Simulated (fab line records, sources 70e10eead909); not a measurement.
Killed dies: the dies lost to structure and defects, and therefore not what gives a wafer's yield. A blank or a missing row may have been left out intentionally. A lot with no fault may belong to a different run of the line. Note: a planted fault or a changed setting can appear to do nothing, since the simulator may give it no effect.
3 desks, one fault || flow nandHarc || numbers are kept per desk, each desk with only its own; the story behind them comes last

## THE DEFECT DESK
What the inspections along the route counted, lot by lot: means of the sampled wafers that have a number. Marked OUT: a lot whose mean sits more than 4 standard deviations from the usual mean, which makes it out of limits; the brackets give that distance.
Columns: A = rawDefectCount at NHARC_P_M0_INSPECT_27, usual 332; B = rawDefectCount at NHARC_P_M1_INSPECT_11, usual 4.6
{"lot": "L909", "first seen here": "day 8 03:28", "A": 332, "B": 4.0}
{"lot": "L912", "first seen here": "day 9 05:28", "A": 452, "B": 4.0}
{"lot": "L916", "first seen here": "day 9 23:31", "A": 279, "B": 5.3}
{"lot": "L917", "first seen here": "day 10 03:44", "A": 323, "B": 14.0}
{"lot": "L919", "first seen here": "day 10 19:49", "A": 454, "B": 2.7}
{"lot": "L922", "first seen here": "day 11 09:10", "A": 353, "B": 5.3}
Finding of this desk: none of the 6 lots has anything out of limits.

## FOR THE TOOL OWNER'S DESK: lithoTrack-04
The tool's own readings at NHARC_P_M1_SOFTBAKE_04 (time 55 s): means of the sampled wafers that have a number, for each lot that ran on this tool. Marked OUT: a lot whose mean sits more than 4 standard deviations from the usual mean, which makes it out of limits; the brackets give that distance.
Columns: A = heaterPowerTotalW at NHARC_P_M1_SOFTBAKE_04, usual 188.44 W
{"lot": "L909", "first seen here": "day 8 04:00", "A": 188.40}
{"lot": "L916", "first seen here": "day 10 00:00", "A": "168.51 (-99 or more) OUT"}
{"lot": "L917", "first seen here": "day 10 04:00", "A": "168.37 (-99 or more) OUT"}
This desk finds L916, L917 out of limits, L916 being first, at day 10 00:00 (heaterPowerTotalW at NHARC_P_M1_SOFTBAKE_04). L909: within limits.

## THE METROLOGY DESK
What the gauges read, lot by lot, whatever tool the lot ran on: means of the sampled wafers that have a number. Marked OUT: a lot whose mean sits more than 4 standard deviations from the usual mean, which makes it out of limits; the brackets give that distance.
Columns: A = thkNm at NHARC_P_M0_THK_MEAS_24, usual 117.8 nm; B = cdNm at NHARC_P_M1_CD_MEAS_09, usual 129.9 nm; C = overlayXNm at NHARC_P_M1_OVL_MEAS_10, usual 0.0 nm; D = overlayYNm at NHARC_P_M1_OVL_MEAS_10, usual -0.2 nm; E = cdNm at NHARC_P_M1_CD_MEAS_16, usual 129.8 nm
{"lot": "L909", "first seen here": "day 8 03:19", "A": 118.7, "B": 130.2, "C": -1.2, "D": 0.2, "E": 129.9}
{"lot": "L912", "first seen here": "day 9 05:19", "A": 118.2, "B": 129.8, "C": 0.3, "D": -0.6, "E": 129.7}
{"lot": "L916", "first seen here": "day 9 23:22", "A": 117.9, "B": 130.7, "C": -0.9, "D": -0.3, "E": 130.5}
{"lot": "L917", "first seen here": "day 10 03:35", "A": 117.8, "B": 130.7, "C": 1.2, "D": 1.4, "E": 130.4}
{"lot": "L919", "first seen here": "day 10 19:39", "A": 117.6, "B": 129.8, "C": 0.2, "D": -1.2, "E": 130.1}
{"lot": "L922", "first seen here": "day 11 08:59", "A": 118.3, "B": 129.5, "C": -1.1, "D": -1.0, "E": 129.7}
Finding of this desk: none of the 6 lots has anything out of limits.

## TAKEN TOGETHER
The tool owner's desk had the chance to raise an alarm at day 10 00:00 on L916, L917.
The defect desk saw nothing out of limits.
Metrology desk: nothing out of limits seen.
The defect desk has L916, L917 on record, within its limits.
The metrology desk has L916, L917 on record, within its limits.
The lots listed all ran NHARC_P_M1_SOFTBAKE_04 on lithoTrack-04.

## WHAT THE SIMULATOR HAD INSERTED
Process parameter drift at NHARC_P_M1_SOFTBAKE_04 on lithoTrack-04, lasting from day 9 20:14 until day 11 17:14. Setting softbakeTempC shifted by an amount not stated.
Struck lots among those shown: L916, L917.
Delay in hours, fault start to first out-of-limits reading, by desk: the tool owner's desk at 4.
